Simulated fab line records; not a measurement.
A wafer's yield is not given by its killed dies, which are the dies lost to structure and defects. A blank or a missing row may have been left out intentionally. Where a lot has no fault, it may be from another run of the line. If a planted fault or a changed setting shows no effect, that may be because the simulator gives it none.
Check for tools in common / flow nand harc / Sample size 15 lots and 45 wafers

WHAT PROMPTED THE OPENING
At NHARC_A_ONON_D1_THK_MEAS_18 the reading thk nm is flagged on 3 of 15 lots. Wafers without a fault read 998 nm, standard deviation 6.8.
Rule: a lot gets a flag if all its wafers with a number sit over 4 standard deviations from that mean, or if no wafer of it has a number. All remaining lots are regarded as sound.

lot=L813; measured=day 7 10:05; on=film metro-01; thk nm (nm), wafer by wafer=1003 1004 1006; flag=
lot=L814; measured=day 8 06:53; on=film metro-01; thk nm (nm), wafer by wafer=1011 1011 1013; flag=
lot=L816; measured=day 8 20:43; on=film metro-01; thk nm (nm), wafer by wafer=1006 1007 1007; flag=
lot=L815; measured=day 8 20:43; on=film metro-02; thk nm (nm), wafer by wafer=997 998 996; flag=
lot=L818; measured=day 9 08:55; on=film metro-02; thk nm (nm), wafer by wafer=992 994 994; flag=
lot=L821; measured=day 9 16:56; on=film metro-02; thk nm (nm), wafer by wafer=1000 1002 1000; flag=
lot=L824; measured=day 10 14:46; on=film metro-01; thk nm (nm), wafer by wafer=995 996 997; flag=
lot=L826; measured=day 10 23:59; on=film metro-01; thk nm (nm), wafer by wafer=1038 1038 1040; flag=FLAGGED
lot=L827; measured=day 11 10:52; on=film metro-02; thk nm (nm), wafer by wafer=1044 1044 1042; flag=FLAGGED
lot=L829; measured=day 12 09:40; on=film metro-01; thk nm (nm), wafer by wafer=992 993 991; flag=
lot=L831; measured=day 12 09:40; on=film metro-02; thk nm (nm), wafer by wafer=1004 1002 1003; flag=
lot=L830; measured=day 12 10:01; on=film metro-01; thk nm (nm), wafer by wafer=1049 1049 1048; flag=FLAGGED
lot=L833; measured=day 12 23:32; on=film metro-01; thk nm (nm), wafer by wafer=1004 1005 1004; flag=
lot=L834; measured=day 13 10:51; on=film metro-01; thk nm (nm), wafer by wafer=1010 1007 1009; flag=
lot=L835; measured=day 13 11:12; on=film metro-02; thk nm (nm), wafer by wafer=999 999 999; flag=
The numbers of the flagged lots are 1044 nm on average: +46 nm against the usual, or +7 standard deviations.

WHICH TOOL EACH LOT WENT THROUGH
The record keeps 1 process step preceding the reading, out of 1159 steps on the route. In each cell: the tool, then ch and the chambers that the sampled wafers went through, then the start.
lot=L813; flag=; NHARC_A_ONON_D1_DEP_16=pecvd onon-01 ch 0, day 7 09:35
lot=L814; flag=; NHARC_A_ONON_D1_DEP_16=pecvd onon-02 ch 0, day 8 06:22
lot=L816; flag=; NHARC_A_ONON_D1_DEP_16=pecvd onon-04 ch 0, day 8 20:11
lot=L815; flag=; NHARC_A_ONON_D1_DEP_16=pecvd onon-01 ch 0, day 8 20:15
lot=L818; flag=; NHARC_A_ONON_D1_DEP_16=pecvd onon-02 ch 0, day 9 08:31
lot=L821; flag=; NHARC_A_ONON_D1_DEP_16=pecvd onon-01 ch 0, day 9 16:29
lot=L824; flag=; NHARC_A_ONON_D1_DEP_16=pecvd onon-04 ch 0, day 10 14:19
lot=L826; flag=FLAGGED; NHARC_A_ONON_D1_DEP_16=pecvd onon-01 ch 0, day 10 23:28
lot=L827; flag=FLAGGED; NHARC_A_ONON_D1_DEP_16=pecvd onon-01 ch 0, day 11 10:22
lot=L829; flag=; NHARC_A_ONON_D1_DEP_16=pecvd onon-02 ch 0, day 12 09:20
lot=L831; flag=; NHARC_A_ONON_D1_DEP_16=pecvd onon-04 ch 0, day 12 09:20
lot=L830; flag=FLAGGED; NHARC_A_ONON_D1_DEP_16=pecvd onon-01 ch 0, day 12 09:34
lot=L833; flag=; NHARC_A_ONON_D1_DEP_16=pecvd onon-04 ch 0, day 12 23:01
lot=L834; flag=; NHARC_A_ONON_D1_DEP_16=pecvd onon-04 ch 0, day 13 10:28
lot=L835; flag=; NHARC_A_ONON_D1_DEP_16=pecvd onon-04 ch 0, day 13 10:41
What is done by these steps:
- NHARC_A_ONON_D1_DEP_16: target thk 1000 nm.
- NHARC_A_ONON_D1_THK_MEAS_18: measures by ellipsometry.

FLAGGED AGAINST TOTAL, ONE TOOL AT A TIME (gauges that did the reading follow at the end)
step=NHARC_A_ONON_D1_DEP_16; tool=pecvd onon-01; lots run=6; flagged=3; share of the flagged lots=all; sound lots run after its first flagged lot=0
step=NHARC_A_ONON_D1_DEP_16; tool=pecvd onon-02; lots run=3; flagged=0; share of the flagged lots=none; sound lots run after its first flagged lot=-
step=NHARC_A_ONON_D1_DEP_16; tool=pecvd onon-04; lots run=6; flagged=0; share of the flagged lots=none; sound lots run after its first flagged lot=-
step=NHARC_A_ONON_D1_THK_MEAS_18; tool=film metro-01; lots run=9; flagged=2; share of the flagged lots=some; sound lots run after its first flagged lot=3 (L829,L833,L834)
step=NHARC_A_ONON_D1_THK_MEAS_18; tool=film metro-02; lots run=6; flagged=1; share of the flagged lots=some; sound lots run after its first flagged lot=2 (L831,L835)

WHAT THE TABLE ALLOWS
In the table, 1 row covers all flagged lots: pecvd onon-01 at NHARC_A_ONON_D1_DEP_16.
- pecvd onon-01 at NHARC_A_ONON_D1_DEP_16: 3 of its 6 lots flagged. Its last sound lot is L821 (day 9 16:29), its first flagged lot L826 (day 10 23:28): a fault that began between those two fits.
One tool is left: pecvd onon-01 at NHARC_A_ONON_D1_DEP_16.

WHAT THE SIMULATOR PUT IN
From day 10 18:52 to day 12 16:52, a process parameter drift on pecvd onon-01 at NHARC_A_ONON_D1_DEP_16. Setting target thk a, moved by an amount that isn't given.
Lots struck among those shown: L826, L827, L830. This agrees with what the rule above found.
